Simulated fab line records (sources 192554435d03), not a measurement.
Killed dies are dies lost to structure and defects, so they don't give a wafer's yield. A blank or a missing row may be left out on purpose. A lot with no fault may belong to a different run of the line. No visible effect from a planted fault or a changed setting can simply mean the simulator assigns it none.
Chamber matching | flow n5-finfet | cmp-01 running N5_BEOL_M14_CMP_49: 4 sister chambers
The step polishes, stops on SiO2, t overpolish 5.2 s, target thk 560 nm. 8 wafers are shown with their chamber, then 7 later ones without.

## WAFERS PAIRED WITH THEIR CHAMBERS
wafer  | chamber | motor-current-A (A) | time-to-endpoint-s (s)
L076.5 | 1       | 8.0                 | 125
L078.4 | 1       | 7.8                 | 128
L077.5 | 3       | 8.3                 | 119
L082.3 | 2       | 7.4                 | 117
L082.5 | 3       | 8.7                 | 119
L082.6 | 0       | 8.0                 | 118
L084.3 | 0       | 7.8                 | 121
L084.5 | 2       | 7.8                 | 116

## WAFERS MISSING THEIR CHAMBER
wafer  | motor-current-A (A) | time-to-endpoint-s (s)
L084.6 | 8.1                 | 118
L092.3 | 8.0                 | 124
L092.4 | 9.1                 | 114
L092.5 | 8.7                 | 124
L091.2 | 7.7                 | 117
L091.4 | 7.7                 | 119
L091.6 | 7.8                 | 116

## THE CHAMBER EACH PASSED THROUGH
wafer  | from the rows above          | in truth
L084.6 | can't be placed: 0 or 3 or 2 | 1
L092.3 | can't be placed: 1 or 0      | 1
L092.4 | 3                            | 3
L092.5 | can't be placed: 3 or 1 or 0 | 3
L091.2 | can't be placed: 2 or 0      | 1
L091.4 | can't be placed: 0 or 2      | 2
L091.6 | can't be placed: 2 or 0      | 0
Correct placement for 1 of the 7. Not placeable from these rows: 6 (in 4, the candidates include the true chamber). Placed wrongly: 0.
How it was worked out, from the rows above alone: a wafer's distance from a chamber is the root of the sum, over the readings, of the square of ((its reading less the chamber's mean) divided by the reading's scatter). If the next closest chamber is less than 2 further off than the closest, the wafer can't be placed; otherwise it belongs to the closest. Each chamber's mean is taken over the wafers shown for it. The scatter: the root of (the sum of the squares of (reading less its chamber's mean) over the shown wafers, divided by (wafers less chambers)).
